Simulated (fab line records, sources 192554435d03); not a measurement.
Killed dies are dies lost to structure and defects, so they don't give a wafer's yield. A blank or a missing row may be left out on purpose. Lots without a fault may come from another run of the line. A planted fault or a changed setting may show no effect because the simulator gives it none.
fab line records | flow n5_finfet
record lots=11 wafers=33 last_day=17
route steps=1938 shown BEOL_M10@1509 BEOL_M11@1542
lots that met no fault: from a run of the same line without faults
start_h: hours from the record's first day to the start of the lot's first wafer shown | wait_h: hours since the lot's step before | " the same as in the row above | L1.1+2: a row that stands for several wafers | - no value, or no start given | * or withheld: withheld | < > ~ a bound
route shown NAME@n: a module of which the file shows steps, and the number in the route of the first | usual: mean/standard deviation of fault-free wafers | same: alike in all rows | chamber/n: place in a boat | sites: the reading at each site | _std_site: their standard deviation | _edge_site: outer sites' mean less inner sites' | radius_mm: how far each site lies from the wafer's centre | mask NAME#n: copy n | behind: the tool/chamber that last shaped the wafer | hold: why the lot was held/for how many hours/how that ended | device: the transistor (n, p or np) that didn't switch | end of line: the same wafers' tests at the end of the route | a step without rows: its recipe alone | killed: dies lost to structure and defects at the first sort, not the wafer's yield | map: a wafer's dies, x killed, . not, _ none there
set.NAME: the setting as run; set.NAME@STEP: as run at that earlier step | model.NAME: the simulator's own value behind a step, which no gauge read
steps of the route over a sample of lots; a table a step, a row a wafer
services: from which hour (start_h, from the record's first day; less than 0 if before it) a tool's chamber was out of use, for how many hours, and why
## steps
# step N5_BEOL_M10_VIA_ETCH_34
# recipe chemistry=C4F6/O2 target=SiCOH_lowk target_depth_a=1845 mask_material=SOC taper_deg=4 time_s=69.2 ion_energy_ev=250 pressure_mtorr=30 source_w=345 bias_w=185 Ar_flow_sccm=300 C4F6_flow_sccm=10 O2_flow_sccm=10
# usual drypump_motor_current_A=5.6/0.52 oes_product_au=0.81/0.053 rf_fwd_power_W=342.3/1.2 rf_vpp_V=664/7.1 showerhead_plenum_p_Torr=2.87/0.11 throttle_valve_pct=20.83/0.14
# same time_s=69.2
# columns lot.wafer tool chamber start_h wait_h drypump_motor_current_A oes_product_au rf_fwd_power_W rf_hours_counter_h rf_vpp_V showerhead_plenum_p_Torr throttle_valve_pct
L572.2 rie_diel-01 2 224.81 0.0 6.4 0.91 340.5 15 658 2.78 20.68
L572.4 " 3 " " 5.7 0.83 341.8 58 667 2.76 20.87
L572.5 " 3 " " 5.7 0.83 340.9 - 667 2.76 20.87
L571.1 rie_diel-06 0 227.55 0.0 5.3 0.86 343.5 36 673 3.01 20.87
L571.3 " 2 " " 5.5 0.86 343.0 52 670 3.01 21.02
L571.4 " 3 " " 5.1 0.84 344.0 68 680 2.98 20.78
L573.1 rie_diel-02 1 237.92 0.0 5.6 0.81 341.8 84 661 2.86 20.57
L573.2 " 3 " " 4.7 0.80 341.9 96 663 2.74 20.94
L573.4 " 2 " " 5.8 0.79 340.6 102 654 2.98 20.75
L575.1 rie_diel-02 3 246.08 0.0 4.7 0.79 341.9 99 663 2.74 20.97
L575.5 " 3 " " 4.7 0.80 342.0 - 663 2.74 20.94
L575.6 " 2 " " 5.7 0.77 342.2 - 654 2.98 20.75
L576.2 rie_diel-01 1 250.07 0.0 5.3 0.67 341.5 245 663 2.80 21.03
L576.3 " 3 " " 5.7 0.81 342.5 67 667 2.76 20.88
L576.5 " 3 " " 5.7 0.81 343.8 - 668 2.76 20.90
L577.1 rie_diel-06 1 265.78 0.0 6.7 0.77 342.4 138 664 2.72 20.94
L577.4 " 0 " " 5.3 0.84 341.2 48 672 3.00 20.88
L577.6 " 2 " " 5.4 0.85 341.9 - 672 3.00 21.04
L579.1 rie_diel-06 0 272.39 0.0 5.3 0.84 343.5 50 673 3.00 20.87
L579.2 " 2 " " 5.4 0.85 342.5 67 670 3.00 21.04
L579.4 " 1 " " 6.7 0.76 340.5 141 666 2.72 20.92
L581.1 rie_diel-06 2 299.95 0.0 5.5 0.85 343.3 74 670 3.00 21.06
L581.3 " 3 " " 5.1 0.82 341.5 90 679 2.97 20.84
L581.4 " 0 " " 5.3 0.84 343.6 58 673 3.00 20.89
L588.2 rie_diel-02 0 331.77 0.0 5.8 0.77 343.5 107 658 2.88 20.75
L588.4 " 1 " " 5.6 0.78 340.8 - 660 2.84 20.62
L588.6 " 1 " " 5.6 0.77 341.5 - 659 2.84 20.62
L586.1 rie_diel-01 1 338.28 0.0 5.3 0.94 342.9 17 663 2.79 20.76
L586.4 " 3 " " 5.7 0.78 343.3 100 665 2.74 20.94
L586.5 " 2 " " 6.4 0.84 340.4 - 659 2.76 20.76
L591.1 rie_diel-02 2 359.84 0.0 5.7 0.77 342.4 119 653 2.97 20.78
L591.2 " 3 " " 4.8 0.76 342.3 142 663 2.72 21.02
L591.6 " 3 " " 4.7 0.75 343.2 - 662 2.72 21.02
# step N5_BEOL_M10_CMP_52
# recipe stop_on=SiCOH_lowk t_overpolish_s=7 down_force_psi=1 platen_rpm=50 clearing_platen_down_force_psi=1.5 clearing_platen_rpm=50 post_cmp_clean=cu_alkaline target_thk_nm=140 clearing_platen_pad_velocity_m_s=0.99484 pad_velocity_m_s=0.99484
# usual barrier_field_endpoint_s=28.8/0.74 motor_current_A=6.1/1 overpolish_run_s=6.999/0.0093 time_to_endpoint_s=66/3.6
# columns lot.wafer tool chamber start_h wait_h barrier_field_endpoint_s motor_current_A overpolish_run_s time_to_endpoint_s
L572.4 cmp-01 2 227.19 0.1 29.2 8.9 6.994 63
L572.2 " 0 " " 29.7 6.0 7.001 69
L572.5 " 2 " " 29.4 8.6 6.994 61
L571.4 cmp-03 3 231.43 0.1 29.9 5.3 7.009 73
L571.1 " 0 " " 29.1 6.1 7.009 67
L571.3 " 1 " " 28.8 5.1 6.998 69
L573.1 cmp-02 0 240.15 0.3 29.2 5.6 7.004 66
L573.4 " 1 " " 28.0 5.3 7.015 59
L573.2 " 3 " " 27.6 5.2 7.004 62
L575.1 cmp-01 3 248.82 0.3 27.3 5.1 6.987 65
L575.6 " 2 " " 28.4 8.6 7.011 63
L575.5 " 3 " " 27.8 5.3 6.997 62
L576.2 cmp-02 3 252.47 0.2 28.7 5.3 6.995 64
L576.3 " 0 " " 29.0 6.0 6.989 63
L576.5 " 3 " " 28.7 5.4 7.012 62
L577.4 cmp-01 3 269.47 0.2 27.4 5.3 7.009 64
L577.1 " 1 " " 26.8 5.9 6.994 60
L577.6 " 3 " " 28.5 5.6 6.997 64
L579.4 cmp-02 3 274.43 0.1 29.2 5.3 7.006 67
L579.1 " 0 " " 28.3 5.7 6.988 67
L579.2 " 2 " " 28.0 6.3 6.998 63
L581.3 cmp-03 1 301.99 0.2 28.8 5.2 7.000 69
L581.1 " 2 " " 29.6 6.1 7.006 73
L581.4 " 0 " " 28.4 6.2 6.999 67
L588.4 cmp-02 3 334.13 0.2 28.7 5.2 7.005 64
L588.2 " 0 " " 29.4 5.8 7.010 72
L588.6 " 2 " " 29.7 6.8 6.999 66
L586.4 cmp-02 1 341.36 0.2 29.5 5.4 6.990 67
L586.1 " 3 " " 30.4 5.4 6.976 69
L586.5 " 1 " " 29.7 5.4 6.985 70
L591.2 cmp-02 1 363.09 0.5 27.8 5.3 7.010 62
L591.1 " 2 " " 28.3 6.3 6.991 65
L591.6 " 0 " " 29.2 6.0 6.981 69
# step N5_BEOL_M11_COAT_60
# recipe resist=SiARC temp_c=220 time_s=60 spin_rpm=1500 resist_thk_nm=30
# usual spin_speed_rpm=1500.1/0.94
# same time_s=60
# columns lot.wafer tool chamber start_h wait_h spin_speed_rpm
L572.2 litho_track-04 0 231.09 - 1502.1
L572.4 " 0 " " 1500.1
L572.5 " 0 " " 1500.2
L571.1 litho_track-01 0 233.25 - 1499.7
L571.3 " 0 " " 1499.7
L571.4 " 0 " " 1501.0
L573.1 litho_track-05 0 241.88 - 1499.7
L573.2 " 0 " " 1501.2
L573.4 " 0 " " 1499.9
L575.1 litho_track-05 0 250.93 - 1499.1
L575.5 " 0 " " 1499.7
L575.6 " 0 " " 1500.8
L576.2 litho_track-05 0 254.83 - 1499.4
L576.3 " 0 " " 1500.6
L576.5 " 0 " " 1500.3
L577.1 litho_track-04 0 271.34 - 1500.1
L577.4 " 0 " " 1499.1
L577.6 " 0 " " 1500.3
L579.1 litho_track-04 0 276.33 - 1501.7
L579.2 " 0 " " 1500.9
L579.4 " 0 " " 1501.4
L581.1 litho_track-01 0 304.95 - 1500.5
L581.3 " 0 " " 1500.1
L581.4 " 0 " " 1499.7
L588.2 litho_track-04 0 337.06 - 1645.9
L588.4 " 0 " " 1644.7
L588.6 " 0 " " 1645.1
L586.1 litho_track-04 0 343.73 - 1644.6
L586.4 " 0 " " 1645.1
L586.5 " 0 " " 1644.6
L591.1 litho_track-05 0 367.15 - 1498.5
L591.2 " 0 " " 1498.3
L591.6 " 0 " " 1499.7
# step N5_BEOL_M11_CD_MEAS_11
# recipe target_cd_nm=64.1 landing_energy_ev=500 detector=se_inlens polarity=opening
# usual cd_nm=64.1/0.51
# columns lot.wafer tool chamber start_h wait_h cd_nm
L572.2 cd_sem-02 0 231.33 - 64.0
L572.4 " 0 " " 63.9
L572.5 " 0 " " 64.4
L571.1 cd_sem-01 0 233.62 - 63.8
L571.3 " 0 " " 64.1
L571.4 " 0 " " 64.6
L573.1 cd_sem-02 0 242.25 - 63.9
L573.2 " 0 " " 64.3
L573.4 " 0 " " 63.6
L575.1 cd_sem-02 0 251.30 - 63.6
L575.5 " 0 " " 63.5
L575.6 " 0 " " 64.2
L576.2 cd_sem-03 0 255.20 - 63.6
L576.3 " 0 " " 64.0
L576.5 " 0 " " 63.4
L577.1 cd_sem-02 0 271.71 - 64.2
L577.4 " 0 " " 63.3
L577.6 " 0 " " 64.0
L579.1 cd_sem-03 0 276.70 - 64.0
L579.2 " 0 " " 64.2
L579.4 " 0 " " 63.7
L581.1 cd_sem-02 0 305.32 - 64.4
L581.3 " 0 " " 64.6
L581.4 " 0 " " 65.6
L588.2 cd_sem-03 0 337.30 - 64.5
L588.4 " 0 " " 64.4
L588.6 " 0 " " 64.2
L586.1 cd_sem-02 0 344.09 - 64.6
L586.4 " 0 " " 65.0
L586.5 " 0 " " 64.2
L591.1 cd_sem-03 0 367.51 - 63.6
L591.2 " 0 " " 63.6
L591.6 " 0 " " 63.4
## services
# columns tool chamber start_h hours kind
cmp-01 - 202.18 2.4 repair
rie_diel-06 3 219.51 1.4 repair
cmp-01 - 230.19 4.0 pm
rie_diel-01 0 239.19 - clean
rie_diel-01 0 239.19 - consumable_replace:focus_ring
rie_diel-01 0 239.19 - consumable_replace:showerhead
rie_diel-01 0 239.19 32.1 scheduled_down
rie_diel-01 0 239.19 32.1 vent_cycle
cmp-02 - 258.45 4.3 repair
rie_diel-02 1 259.35 18.6 repair
cmp-02 - 267.14 0.2 repair
rie_diel-01 1 271.35 - clean
rie_diel-01 1 271.35 - consumable_replace:focus_ring
rie_diel-01 1 271.35 14.4 scheduled_down
rie_diel-01 1 271.35 14.4 vent_cycle
cmp-02 - 300.52 4.0 pm
cmp-02 - 304.52 - consumable_replace:conditioner
cmp-02 - 304.52 - consumable_replace:pad
cmp-03 - 326.15 2.9 repair
rie_diel-02 3 329.31 13.5 repair
cmp-03 - 331.98 1.0 repair
cmp-03 - 336.65 0.8 repair
rie_diel-06 - 358.14 0.3 repair
cmp-03 - 363.30 3.5 repair
## key
first_sign step=N5_BEOL_M11_COAT_60 reading=spin_speed_rpm direction=up sigmas=99+ usual=* struck=*
effect none on later readings
met_at N5_BEOL_M11_COAT_60
struck_lots L586,L588
not_acting_at N5_BEOL_M10_VIA_ETCH_34,N5_BEOL_M10_CMP_52,N5_BEOL_M11_CD_MEAS_11
onset_between 276.33 337.06
fault kind=process_parameter_drift tool=litho_track-04 chamber=- onset_h=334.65 steps=N5_BEOL_M11_COAT_60 channel=spin_rpm offset=* shape=step end_h=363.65 acts_in=* stated=*
